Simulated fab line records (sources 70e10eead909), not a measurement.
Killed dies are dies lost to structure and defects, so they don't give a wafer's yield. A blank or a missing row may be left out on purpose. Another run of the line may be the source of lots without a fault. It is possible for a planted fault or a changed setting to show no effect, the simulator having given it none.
fab line records ; flow nand_harc ; part 1 of 2: steps 1 to 4 of 6
[record] lots = 24; wafers = 72; last_day = 34
route steps=1302 shown A_STAIRCASE@830
lots untouched by any fault: they come from a run of this same line in which no faults occurred
start_h: hours from the record's first day to the start of the lot's first wafer shown ; wait_h: how many hours have passed since the lot's step before this one ; " unchanged from the row above ; L1.1+2: a single row standing in for several wafers ; - no value present, or no start provided ; * or withheld: withheld ; < > ~ a bound
route shown NAME@n: names a module that has steps shown in the file, with the first one's number in the route ; usual: mean/standard deviation of fault-free wafers ; same: alike in all rows ; chamber/n: place in a boat ; sites: readings site by site ; _std_site: how widely they spread, as a standard deviation ; _edge_site: inner sites' mean taken away from outer sites' mean ; radius_mm: how far each site lies from the wafer's centre ; mask NAME#n: copy n ; behind: the last tool/chamber to shape the wafer ; hold: why the lot was held/for how many hours/how that ended ; device: the n, p or np transistor that did not switch ; end of line: the route-end tests of the same wafers ; a step given without rows: its recipe and nothing more ; killed: at the first sort, the dies lost to defects and structure; wafer yield is something else ; map: per-die view of a wafer (x killed, . not killed, _ where there is no die)
set.NAME: setting as actually run; set.NAME@STEP: the setting as run at that earlier step ; model.NAME: the simulator's own value behind a step, which no gauge read
one table for each step of the route and one row for each wafer, over a sample of lots
services: the hour from which a tool's chamber was out of use, counted from the record's first day as start_h (under 0 if before that day), plus the number of hours and why
[[steps]]
[step NHARC_A_STAIRCASE_DESCUM_312]
[recipe] time_s = 3; o2_flow_sccm = 200; ar_flow_sccm = 0; bias_power_w = 0; chemistry = O2
[usual] drypump_motor_current_A = 5.8/0.5; oes_product_au = 1.001/0.01; rf_vpp_V = 57.8/0.92; showerhead_plenum_p_Torr = 1.93/0.077; throttle_valve_pct = 11.312/0.0084
lot.wafer;tool;chamber;start_h;wait_h;drypump_motor_current_A;oes_product_au;rf_hours_counter_h;rf_vpp_V;showerhead_plenum_p_Torr;throttle_valve_pct
L074.3;rie_diel-04;1;393.14;-;5.3;0.993;8;57.5;2.03;11.296
L074.2;rie_diel-04;2;393.14;-;5.7;1.000;9;58.0;1.95;11.320
L074.5;rie_diel-04;0;393.14;-;5.2;0.992;-;57.4;1.95;11.318
L075.4;rie_diel-01;0;399.76;-;5.2;1.004;6;58.1;2.06;11.312
L075.1;rie_diel-01;2;399.76;-;6.6;0.986;4;55.6;1.97;11.314
L075.6;rie_diel-01;1;399.76;-;5.2;0.995;-;57.4;1.96;11.302
L076.1;rie_diel-04;1;403.57;-;5.3;1.018;11;58.3;2.03;11.308
L076.4;rie_diel-04;2;403.57;-;5.7;1.024;12;58.7;1.95;11.308
L076.2;rie_diel-04;3;403.57;-;6.4;0.981;6;59.6;1.87;11.312
L078.3;rie_diel-04;2;439.06;-;5.7;1.010;22;55.8;1.95;11.309
L078.1;rie_diel-04;0;439.06;-;5.2;1.006;22;58.6;1.94;11.302
L078.5;rie_diel-04;2;439.06;-;5.7;0.995;-;57.3;1.95;11.320
L080.3;rie_diel-04;2;446.91;-;5.6;0.997;25;58.3;1.95;11.316
L080.1;rie_diel-04;3;446.91;-;6.4;0.979;20;56.7;1.86;11.319
L080.2;rie_diel-04;0;446.91;-;5.2;0.990;24;57.7;1.94;11.326
L079.4;rie_diel-04;2;448.33;-;5.7;1.006;25;59.0;1.94;11.306
L079.1;rie_diel-04;0;448.33;-;5.2;1.003;25;58.3;1.94;11.301
L079.2;rie_diel-04;1;448.33;-;5.3;1.006;24;58.3;2.03;11.320
L077.4;rie_diel-01;1;454.35;-;5.2;0.982;23;58.7;1.95;11.305
L077.2;rie_diel-01;2;454.35;-;6.6;0.999;20;58.4;1.96;11.311
L077.3;rie_diel-01;0;454.35;-;5.3;1.013;27;59.6;2.05;11.313
L082.1;rie_diel-09;0;457.23;-;6.2;0.987;40;57.8;1.79;11.322
L082.4;rie_diel-09;1;457.23;-;6.6;0.991;47;59.0;1.95;11.306
L082.5;rie_diel-09;1;457.23;-;6.6;0.998;-;58.0;1.95;11.301
L081.3;rie_diel-09;2;461.95;-;5.8;1.019;50;58.1;1.91;11.316
L081.4;rie_diel-09;3;461.95;-;5.7;1.015;43;57.1;1.99;11.309
L081.5;rie_diel-09;3;461.95;-;5.7;1.006;-;57.6;1.99;11.325
L083.2;rie_diel-01;3;488.93;-;5.9;1.001;30;56.9;1.80;11.319
L083.3;rie_diel-01;1;488.93;-;5.2;0.990;32;58.7;1.95;11.322
L083.5;rie_diel-01;3;488.93;-;6.0;1.003;-;56.7;1.80;11.305
L086.4;rie_diel-01;2;491.00;-;6.6;1.001;31;58.4;1.96;11.326
L086.3;rie_diel-01;0;491.00;-;5.3;1.001;38;58.9;2.05;11.314
L086.1;rie_diel-01;1;491.00;-;5.2;0.990;33;58.5;1.95;11.319
L084.1;rie_diel-04;3;494.45;-;6.5;0.996;30;57.4;1.86;11.324
L084.2;rie_diel-04;0;494.45;-;5.2;0.995;40;57.7;1.94;11.317
L084.4;rie_diel-04;1;494.45;-;5.3;0.995;42;60.4;2.02;11.310
L085.1;rie_diel-04;1;495.78;-;5.3;0.998;42;57.6;2.02;11.313
L085.4;rie_diel-04;2;495.78;-;5.6;1.003;42;58.0;1.94;11.319
L085.6;rie_diel-04;1;495.78;-;5.3;0.997;-;58.5;2.02;11.306
L087.3;rie_diel-09;3;527.87;-;5.7;1.002;4;57.1;1.99;11.305
L087.1;rie_diel-09;0;527.87;-;6.2;1.009;4;57.1;1.79;11.314
L087.5;rie_diel-09;0;527.87;-;6.2;1.012;-;56.5;1.79;11.312
L088.4;rie_diel-09;1;535.05;-;6.6;1.004;8;56.4;1.94;11.298
L088.6;rie_diel-09;3;535.05;-;5.7;1.000;-;58.4;1.98;11.301
L088.5;rie_diel-09;0;535.05;-;6.2;1.006;-;56.5;1.78;11.307
L089.4;rie_diel-01;3;537.71;-;5.9;1.003;50;57.1;1.80;11.316
L089.1;rie_diel-01;2;537.71;-;6.6;0.992;50;57.5;1.95;11.327
L089.5;rie_diel-01;0;537.71;-;5.3;1.003;-;58.1;2.04;11.302
L091.2;rie_diel-09;2;545.33;-;5.8;1.013;17;57.5;1.90;11.312
L091.4;rie_diel-09;1;545.33;-;6.6;1.007;14;58.4;1.94;11.305
L091.5;rie_diel-09;2;545.33;-;5.8;1.019;-;58.3;1.90;11.307
L090.2;rie_diel-01;1;556.25;-;5.1;0.980;55;58.8;1.94;11.310
L090.4;rie_diel-01;3;556.25;-;6.0;1.003;54;57.4;1.80;11.310
L090.5;rie_diel-01;0;556.25;-;5.3;1.007;-;58.2;2.04;11.322
L092.2;rie_diel-09;1;573.77;-;6.6;1.011;21;58.4;1.94;11.323
L092.5;rie_diel-09;1;573.77;-;6.6;1.005;-;57.1;1.94;11.316
L092.6;rie_diel-09;2;573.77;-;5.8;1.002;-;56.7;1.90;11.314
L093.4;rie_diel-09;3;591.04;-;5.7;1.010;30;58.4;1.98;11.313
L093.5;rie_diel-09;2;591.04;-;5.8;1.029;-;57.2;1.90;11.326
L093.6;rie_diel-09;3;591.04;-;5.7;1.004;-;59.0;1.98;11.307
L094.4;rie_diel-01;3;605.33;-;5.9;1.017;14;55.1;1.79;11.320
L094.2;rie_diel-01;0;605.33;-;5.2;0.999;11;57.5;2.03;11.311
L094.3;rie_diel-01;2;605.33;-;6.5;0.996;16;57.8;1.95;11.303
L096.2;rie_diel-04;2;614.15;-;5.6;0.997;21;58.5;1.93;11.304
L096.3;rie_diel-04;3;614.15;-;6.4;0.984;20;57.9;1.85;11.306
L096.1;rie_diel-04;1;614.15;-;5.3;0.978;16;58.1;2.01;11.302
L095.1;rie_diel-09;1;618.17;-;6.6;1.003;33;57.6;1.93;11.320
L095.2;rie_diel-09;3;618.17;-;5.7;0.998;35;58.1;1.98;11.312
L095.5;rie_diel-09;1;618.17;-;6.6;1.007;-;58.2;1.93;11.322
L097.3;rie_diel-01;0;633.50;-;5.2;0.991;19;58.5;2.03;11.314
L097.5;rie_diel-01;2;633.50;-;6.6;0.997;-;57.3;1.94;11.302
L097.6;rie_diel-01;3;633.50;-;5.9;1.008;-;57.0;1.79;11.308
[step NHARC_A_STAIRCASE_ETCH_453]
[recipe] target_depth_a = 300; overetch_a = 30; time_s = 16.5; ion_energy_ev = 100; cf4_flow_sccm = 80; o2_flow_sccm = 20; ar_flow_sccm = 0; rf_w = 300; bias_w = 100; chemistry = CF4/O2
[usual] drypump_motor_current_A = 5.8/0.52; oes_product_au = 1.003/0.009; rf_fwd_power_W = 294.6/1.5; rf_vpp_V = 197.9/1.3; showerhead_plenum_p_Torr = 1.34/0.055; throttle_valve_pct = 13.397/0.0094
lot.wafer;tool;chamber;start_h;wait_h;drypump_motor_current_A;oes_product_au;rf_fwd_power_W;rf_hours_counter_h;rf_vpp_V;showerhead_plenum_p_Torr;throttle_valve_pct
L074.2;rie_diel-04;0;-;-;5.2;0.996;295.2;8;197.0;1.36;13.423
L074.3;rie_diel-04;2;-;-;5.6;0.986;293.4;9;197.6;1.36;13.403
L074.5;rie_diel-04;2;-;-;5.6;0.990;292.6;-;199.5;1.36;13.404
L075.4;rie_diel-01;0;-;-;5.3;1.017;294.8;6;198.4;1.43;13.396
L075.1;rie_diel-01;1;-;-;5.2;0.996;295.5;7;198.9;1.37;13.389
L075.6;rie_diel-01;3;-;-;5.9;1.000;295.4;-;195.3;1.27;13.395
L076.4;rie_diel-04;1;-;-;5.3;1.000;293.9;11;198.5;1.42;13.409
L076.1;rie_diel-04;2;-;-;5.7;1.008;293.7;12;197.9;1.36;13.402
L076.2;rie_diel-04;3;-;-;6.4;0.994;295.9;6;197.3;1.30;13.412
L078.3;rie_diel-04;1;-;-;5.3;1.008;295.2;22;199.4;1.41;13.379
L078.1;rie_diel-04;2;-;-;5.6;1.007;292.9;23;198.1;1.36;13.394
L078.5;rie_diel-04;3;-;-;6.4;0.986;293.7;-;198.7;1.30;13.401
L080.2;rie_diel-04;1;-;-;5.3;1.011;294.0;24;199.5;1.41;13.392
L080.1;rie_diel-04;3;-;-;6.4;0.997;295.3;20;197.5;1.30;13.388
L080.3;rie_diel-04;0;-;-;5.2;0.997;295.0;24;199.4;1.35;13.396
L079.4;rie_diel-04;3;-;-;6.4;0.982;294.8;21;197.3;1.30;13.400
L079.2;rie_diel-04;0;-;-;5.2;0.988;295.2;25;196.9;1.35;13.401
L079.1;rie_diel-04;2;-;-;5.6;1.001;293.6;26;198.2;1.36;13.396
L077.4;rie_diel-01;1;-;-;5.2;0.995;294.4;24;199.2;1.36;13.407
L077.2;rie_diel-01;2;-;-;6.6;1.008;293.2;21;198.6;1.37;13.408
L077.3;rie_diel-01;3;-;-;5.9;1.009;296.3;19;197.6;1.26;13.397
L082.1;rie_diel-09;3;-;-;5.7;1.008;291.8;43;198.8;1.39;13.404
L082.4;rie_diel-09;1;-;-;6.6;1.005;294.4;47;198.2;1.36;13.395
L082.5;rie_diel-09;0;-;-;6.2;0.992;295.4;-;196.8;1.25;13.409
L081.3;rie_diel-09;0;-;-;6.2;0.990;293.8;41;196.6;1.25;13.389
L081.4;rie_diel-09;2;-;-;5.8;1.009;297.7;50;197.7;1.34;13.392
L081.5;rie_diel-09;0;-;-;6.2;0.982;293.1;-;196.9;1.25;13.389
L083.3;rie_diel-01;2;-;-;6.6;1.008;292.5;31;199.4;1.37;13.406
L083.2;rie_diel-01;3;-;-;6.0;1.015;296.1;31;197.3;1.26;13.405
L083.5;rie_diel-01;2;-;-;6.6;0.999;291.5;-;199.1;1.37;13.394
L086.3;rie_diel-01;3;-;-;6.0;1.004;296.5;32;197.5;1.26;13.384
L086.4;rie_diel-01;0;-;-;5.3;1.004;294.0;39;199.4;1.43;13.410
L086.1;rie_diel-01;2;-;-;6.6;1.002;291.4;32;197.9;1.37;13.377
L084.4;rie_diel-04;0;-;-;5.2;1.002;294.9;40;197.2;1.35;13.395
L084.1;rie_diel-04;2;-;-;5.7;0.995;292.6;42;196.4;1.35;13.390
L084.2;rie_diel-04;3;-;-;6.4;0.986;296.6;30;197.8;1.30;13.394
L085.4;rie_diel-04;1;-;-;5.3;1.003;295.0;42;198.9;1.41;13.385
L085.1;rie_diel-04;2;-;-;5.6;1.008;293.5;42;197.8;1.35;13.407
L085.6;rie_diel-04;1;-;-;5.2;0.992;294.7;-;198.3;1.41;13.412
L087.1;rie_diel-09;3;-;-;5.7;1.004;295.0;4;199.2;1.38;13.369
L087.3;rie_diel-09;0;-;-;6.1;1.011;293.8;4;194.9;1.25;13.387
L087.5;rie_diel-09;3;-;-;5.7;1.000;295.1;-;198.6;1.38;13.376
L088.4;rie_diel-09;1;-;-;6.6;1.007;296.7;8;197.7;1.35;13.392
L088.6;rie_diel-09;0;-;-;6.2;1.006;294.7;-;196.3;1.25;13.398
L088.5;rie_diel-09;1;-;-;6.6;1.004;296.5;-;197.0;1.35;13.408
L089.1;rie_diel-01;3;-;-;5.9;1.006;295.5;50;195.3;1.26;13.394
L089.4;rie_diel-01;0;-;-;5.3;1.009;294.2;55;198.1;1.42;13.403
L089.5;rie_diel-01;3;-;-;5.9;1.006;297.0;-;197.8;1.26;13.400
L091.2;rie_diel-09;3;-;-;5.7;1.005;294.4;16;199.7;1.38;13.401
L091.4;rie_diel-09;1;-;-;6.6;1.012;294.2;14;197.7;1.35;13.400
L091.5;rie_diel-09;0;-;-;6.2;1.000;294.3;-;196.3;1.25;13.402
L090.4;rie_diel-01;3;-;-;5.9;1.011;297.1;54;197.0;1.26;13.383
L090.2;rie_diel-01;1;-;-;5.2;0.991;296.1;55;198.6;1.36;13.404
L090.5;rie_diel-01;2;-;-;6.6;0.991;291.6;-;196.2;1.36;13.397
L092.2;rie_diel-09;2;-;-;5.8;1.014;297.5;24;197.8;1.33;13.388
L092.5;rie_diel-09;0;-;-;6.2;1.002;295.0;-;194.6;1.25;13.395
L092.6;rie_diel-09;1;-;-;6.6;1.012;296.7;-;197.2;1.35;13.399
L093.4;rie_diel-09;2;-;-;5.8;1.021;297.3;30;197.9;1.33;13.408
L093.5;rie_diel-09;0;-;-;6.2;1.001;294.1;-;195.7;1.24;13.383
L093.6;rie_diel-09;1;-;-;6.6;1.007;296.2;-;199.9;1.35;13.401
L094.3;rie_diel-01;3;-;-;6.0;1.008;297.0;14;195.4;1.25;13.390
L094.4;rie_diel-01;1;-;-;5.1;1.000;296.5;13;198.2;1.35;13.391
L094.2;rie_diel-01;2;-;-;6.5;1.007;291.7;16;197.3;1.36;13.406
L096.1;rie_diel-04;3;-;-;6.4;0.987;297.2;20;196.9;1.29;13.384
L096.3;rie_diel-04;1;-;-;5.2;0.992;294.2;16;199.6;1.40;13.391
L096.2;rie_diel-04;2;-;-;5.7;1.001;294.2;21;197.3;1.35;13.404
L095.2;rie_diel-09;0;-;-;6.2;1.009;293.7;32;195.1;1.24;13.397
L095.1;rie_diel-09;2;-;-;5.8;1.014;295.6;36;198.6;1.32;13.390
L095.5;rie_diel-09;0;-;-;6.2;1.012;294.2;-;194.7;1.24;13.374
L097.3;rie_diel-01;0;-;-;5.2;1.004;293.6;19;199.1;1.42;13.381
L097.5;rie_diel-01;1;-;-;5.1;0.995;295.3;-;199.0;1.35;13.414
L097.6;rie_diel-01;2;-;-;6.6;0.975;291.4;-;198.7;1.36;13.382
[step NHARC_A_STAIRCASE_ETCH_315]
[recipe] target_depth_a = 25000; time_s = 607.1; ion_energy_ev = 800; c4f8_flow_sccm = 80; o2_flow_sccm = 60; ar_flow_sccm = withheld; rf_w = 600; bias_w = 3000; chemistry = C4F8/O2/Ar
[usual] oes_product_au = 0.933/0.0097; rf_fwd_power_W = 599.3/1.7; rf_vpp_V = 1829/9.6
lot.wafer;tool;chamber;start_h;wait_h;oes_product_au;rf_fwd_power_W;rf_hours_counter_h;rf_vpp_V
L074.3;rie_diel-04;0;-;-;0.922;599.6;8;1832
L074.2;rie_diel-04;1;-;-;0.926;597.2;9;1841
L074.5;rie_diel-04;0;-;-;0.936;599.4;-;1832
L075.1;rie_diel-01;2;-;-;0.937;598.2;4;1835
L075.4;rie_diel-01;3;-;-;0.942;597.6;4;1813
L075.6;rie_diel-01;1;-;-;0.937;598.4;-;1832
L076.2;rie_diel-04;3;-;-;0.917;599.4;6;1821
L076.4;rie_diel-04;0;-;-;0.929;597.7;11;1832
L076.1;rie_diel-04;2;-;-;0.935;599.3;12;1833
L078.1;rie_diel-04;1;-;-;0.921;598.0;22;1842
L078.3;rie_diel-04;0;-;-;0.919;598.3;23;1830
L078.5;rie_diel-04;2;-;-;0.931;599.0;-;1831
L080.2;rie_diel-04;3;-;-;0.934;601.4;20;1820
L080.3;rie_diel-04;1;-;-;0.934;598.9;24;1841
L080.1;rie_diel-04;2;-;-;0.935;600.5;25;1831
L079.4;rie_diel-04;2;-;-;0.936;596.9;26;1830
L079.2;rie_diel-04;0;-;-;0.937;596.6;25;1830
L079.1;rie_diel-04;1;-;-;0.934;598.3;24;1841
L077.2;rie_diel-01;1;-;-;0.924;600.4;24;1833
L077.4;rie_diel-01;2;-;-;0.927;597.9;21;1833
L077.3;rie_diel-01;3;-;-;0.924;601.6;19;1813
L082.1;rie_diel-09;0;-;-;0.931;598.8;40;1811
L082.4;rie_diel-09;1;-;-;0.931;601.0;47;1829
L082.5;rie_diel-09;0;-;-;0.929;599.7;-;1811
L081.4;rie_diel-09;2;-;-;0.955;599.3;50;1827
L081.3;rie_diel-09;3;-;-;0.937;598.1;44;1840
L081.5;rie_diel-09;1;-;-;0.927;599.0;-;1830
L083.2;rie_diel-01;1;-;-;0.919;600.0;33;1832
L083.3;rie_diel-01;2;-;-;0.928;599.6;31;1834
L083.5;rie_diel-01;1;-;-;0.917;597.5;-;1831
L086.4;rie_diel-01;0;-;-;0.943;597.6;39;1843
L086.1;rie_diel-01;1;-;-;0.927;599.4;34;1831
L086.3;rie_diel-01;2;-;-;0.944;595.6;32;1834
L084.2;rie_diel-04;1;-;-;0.931;598.9;42;1842
L084.4;rie_diel-04;2;-;-;0.941;600.4;42;1830
L084.1;rie_diel-04;3;-;-;0.914;599.2;30;1819
L085.4;rie_diel-04;3;-;-;0.936;600.9;31;1820
L085.1;rie_diel-04;0;-;-;0.937;597.4;41;1829
L085.6;rie_diel-04;0;-;-;0.931;596.9;-;1830
L087.1;rie_diel-09;0;-;-;0.930;600.9;4;1810
L087.3;rie_diel-09;3;-;-;0.943;600.6;4;1835
L087.5;rie_diel-09;0;-;-;0.944;598.1;-;1810
L088.4;rie_diel-09;3;-;-;0.938;600.3;10;1836
L088.5;rie_diel-09;2;-;-;0.949;601.1;-;1825
L088.6;rie_diel-09;3;-;-;0.936;599.5;-;1835
L089.1;rie_diel-01;0;-;-;0.929;598.9;55;1841
L089.4;rie_diel-01;3;-;-;0.935;600.1;50;1811
L089.5;rie_diel-01;0;-;-;0.929;602.1;-;1842
L091.2;rie_diel-09;2;-;-;0.956;599.0;17;1825
L091.4;rie_diel-09;3;-;-;0.932;599.9;16;1835
L091.5;rie_diel-09;2;-;-;0.958;599.3;-;1827
L090.4;rie_diel-01;1;-;-;0.919;599.5;55;1830
L090.2;rie_diel-01;3;-;-;0.930;600.7;54;1812
L090.5;rie_diel-01;1;-;-;0.910;599.7;-;1830
L092.2;rie_diel-09;2;-;-;0.937;602.0;24;1826
L092.6;rie_diel-09;0;-;-;0.931;601.2;-;1810
L092.5;rie_diel-09;1;-;-;0.929;600.0;-;1830
L093.4;rie_diel-09;2;-;-;0.940;595.7;31;1826
L093.6;rie_diel-09;1;-;-;0.929;599.1;-;1830
L093.5;rie_diel-09;2;-;-;0.939;599.3;-;1825
L094.3;rie_diel-01;3;-;-;0.941;596.8;14;1811
L094.4;rie_diel-01;0;-;-;0.947;600.9;11;1841
L094.2;rie_diel-01;2;-;-;0.932;598.3;16;1831
L096.1;rie_diel-04;3;-;-;0.930;597.0;20;1819
L096.3;rie_diel-04;1;-;-;0.919;601.6;16;1838
L096.2;rie_diel-04;2;-;-;0.934;599.7;21;1830
L095.2;rie_diel-09;2;-;-;0.942;599.6;36;1825
L095.1;rie_diel-09;1;-;-;0.945;596.2;33;1830
L095.5;rie_diel-09;3;-;-;0.940;597.2;-;1833
L097.3;rie_diel-01;1;-;-;0.920;599.5;22;1830
L097.6;rie_diel-01;2;-;-;0.928;599.9;-;1831
L097.5;rie_diel-01;3;-;-;0.937;602.8;-;1811
[step NHARC_A_STAIRCASE_ETCHBACK_416]
[recipe] target_depth_a = 360; time_s = 7.2; c4f8_flow_sccm = withheld; o2_flow_sccm = 8; ar_flow_sccm = withheld; rf_w = 600; bias_w = 800; chemistry = C4F8/O2/Ar
[usual] oes_product_au = 0.938/0.027; rf_fwd_power_W = 586.9/2.2; rf_vpp_V = 724/3.7
lot.wafer;tool;chamber;start_h;wait_h;oes_product_au;rf_fwd_power_W;rf_hours_counter_h;rf_vpp_V
L074.3;rie_diel-09;2;402.36;1.6;0.937;587.6;25;725
L074.2;rie_diel-09;0;402.36;1.6;0.927;587.2;22;718
L074.5;rie_diel-09;2;402.36;1.6;0.939;586.4;-;724
L075.1;rie_diel-09;3;-;-;0.928;587.9;24;728
L075.4;rie_diel-09;0;-;-;0.914;585.2;22;717
L075.6;rie_diel-09;1;-;-;0.924;590.6;-;725
L076.4;rie_diel-01;0;-;-;1.012;581.8;7;729
L076.1;rie_diel-01;1;-;-;0.997;587.0;8;726
L076.2;rie_diel-01;2;-;-;1.005;588.8;5;725
L078.3;rie_diel-04;0;-;-;0.916;586.0;24;725
L078.1;rie_diel-04;2;-;-;0.927;586.6;24;725
L078.5;rie_diel-04;1;-;-;0.928;583.3;-;729
L080.3;rie_diel-09;2;-;-;0.940;588.8;48;723
L080.1;rie_diel-09;3;-;-;0.938;584.9;42;728
L080.2;rie_diel-09;0;-;-;0.925;585.6;39;717
L079.4;rie_diel-04;3;-;-;0.917;585.5;23;721
L079.2;rie_diel-04;0;-;-;0.927;585.6;27;725
L079.1;rie_diel-04;1;-;-;0.931;586.4;26;728
L077.3;rie_diel-04;0;-;-;0.917;584.8;28;725
L077.2;rie_diel-04;1;-;-;0.922;586.7;27;728
L077.4;rie_diel-04;2;-;-;0.923;584.5;29;725
L082.1;rie_diel-09;2;-;-;0.947;589.9;50;722
L082.4;rie_diel-09;3;-;-;0.944;586.2;43;728
L082.5;rie_diel-09;0;-;-;0.921;584.5;-;717
L081.3;rie_diel-09;3;-;-;0.933;585.3;44;728
L081.4;rie_diel-09;1;-;-;0.928;587.8;48;725
L081.5;rie_diel-09;3;-;-;0.932;584.5;-;727
L083.3;rie_diel-09;2;-;-;0.937;587.9;60;723
L083.2;rie_diel-09;3;-;-;0.928;586.3;57;727
L083.5;rie_diel-09;2;-;-;0.936;588.0;-;724
L086.3;rie_diel-09;0;-;-;0.920;585.2;55;716
L086.1;rie_diel-09;2;-;-;0.938;589.3;60;725
L086.4;rie_diel-09;3;-;-;0.937;588.3;57;728
L084.1;rie_diel-09;1;-;-;0.934;590.5;59;724
L084.2;rie_diel-09;3;-;-;0.942;586.6;58;726
L084.4;rie_diel-09;0;-;-;0.920;589.9;56;718
L085.1;rie_diel-01;0;-;-;0.947;582.4;42;729
L085.4;rie_diel-01;1;-;-;0.928;586.8;37;726
L085.6;rie_diel-01;3;-;-;0.931;588.2;-;718
L087.3;rie_diel-04;2;-;-;0.930;584.4;55;724
L087.1;rie_diel-04;1;-;-;0.918;583.6;57;729
L087.5;rie_diel-04;3;-;-;0.924;586.6;-;721
L088.4;rie_diel-01;0;-;-;0.935;584.8;56;729
L088.6;rie_diel-01;0;-;-;0.936;585.5;-;730
L088.5;rie_diel-01;1;-;-;0.925;586.0;-;725
L089.1;rie_diel-01;0;-;-;0.925;583.7;57;730
L089.4;rie_diel-01;0;-;-;0.923;584.9;-;731
L089.5;rie_diel-01;2;-;-;0.926;589.4;-;726
L091.2;rie_diel-09;3;-;-;0.955;587.4;16;728
L091.4;rie_diel-09;0;-;-;0.950;586.0;14;717
L091.5;rie_diel-09;3;-;-;0.950;586.8;-;726
L090.4;rie_diel-04;0;-;-;1.005;586.2;3;724
L090.2;rie_diel-04;1;-;-;0.997;584.6;3;728
L090.5;rie_diel-04;0;-;-;1.012;586.7;-;723
L092.2;rie_diel-01;0;-;-;0.990;583.8;3;729
L092.5;rie_diel-01;3;-;-;1.011;590.5;-;716
L092.6;rie_diel-01;0;-;-;1.011;586.1;-;730
L093.4;rie_diel-09;0;-;-;0.935;586.8;28;717
L093.5;rie_diel-09;0;-;-;0.931;585.7;-;716
L093.6;rie_diel-09;1;-;-;0.929;589.6;-;724
L094.2;rie_diel-04;0;-;-;0.915;584.7;20;724
L094.3;rie_diel-04;1;-;-;0.910;586.2;15;727
L094.4;rie_diel-04;2;-;-;0.919;586.0;20;725
L096.1;rie_diel-04;2;-;-;0.913;585.9;22;725
L096.3;rie_diel-04;3;-;-;0.919;590.0;21;719
L096.2;rie_diel-04;0;-;-;0.933;588.0;22;724
L095.2;rie_diel-04;1;-;-;0.909;588.5;18;728
L095.1;rie_diel-04;3;-;-;0.915;588.7;21;721
L095.5;rie_diel-04;1;-;-;0.905;589.1;-;728
L097.3;rie_diel-01;3;-;-;0.937;590.5;21;717
L097.6;rie_diel-01;0;-;-;0.928;585.9;-;729
L097.5;rie_diel-01;1;-;-;0.917;585.9;-;726
